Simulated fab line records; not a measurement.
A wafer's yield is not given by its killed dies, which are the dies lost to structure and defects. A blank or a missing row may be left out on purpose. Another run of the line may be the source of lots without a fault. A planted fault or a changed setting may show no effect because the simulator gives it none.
Matching of chambers | flow nandHarc | NHARC_P_GATE_DESCUM_31 on rieDiel-03: 4 sister chambers
The step chemistry O2, time 3 s. 4 wafers are shown with their chamber, then 11 later ones without.

== WAFERS, EACH WITH ITS CHAMBER ==
wafer  | chamber | drypumpMotorCurrentA (A)
L082.1 | 3       | 6.2
L089.1 | 1       | 5.8
L089.3 | 2       | 5.3
L090.3 | 0       | 5.0

== WAFERS WITHOUT THEIR CHAMBER ==
wafer  | drypumpMotorCurrentA (A)
L090.4 | 5.3
L090.5 | 5.3
L091.3 | 5.2
L091.5 | 5.8
L091.6 | 5.3
L094.2 | 6.2
L094.3 | 5.8
L094.6 | 6.3
L097.1 | 6.2
L097.5 | 5.3
L097.6 | 6.2

== CHAMBER TAKEN BY EACH ==
wafer  | from the rows above | in truth
L090.4 | 2                   | 2
L090.5 | 2                   | 2
L091.3 | 2                   | 2
L091.5 | 1                   | 1
L091.6 | 2                   | 2
L094.2 | 3                   | 3
L094.3 | 1                   | 1
L094.6 | 3                   | 3
L097.1 | 3                   | 3
L097.5 | 2                   | 2
L097.6 | 3                   | 3
Correctly placed: 11 of 11. Number that these rows cannot place: 0. 0 placed wrongly.
How it was worked out, from the rows above alone: a wafer's distance from a chamber is the root of the sum, over the readings, of the square of ((its reading less the chamber's mean) divided by the reading's scatter). The wafer belongs to the nearest chamber; if the next one is less than 2 further off, it can't be placed. For every chamber, the mean is computed from those of its wafers that are shown. The scatter: root of mean squared gap, hidden wafer to nearest shown wafer, with one shown wafer a chamber.
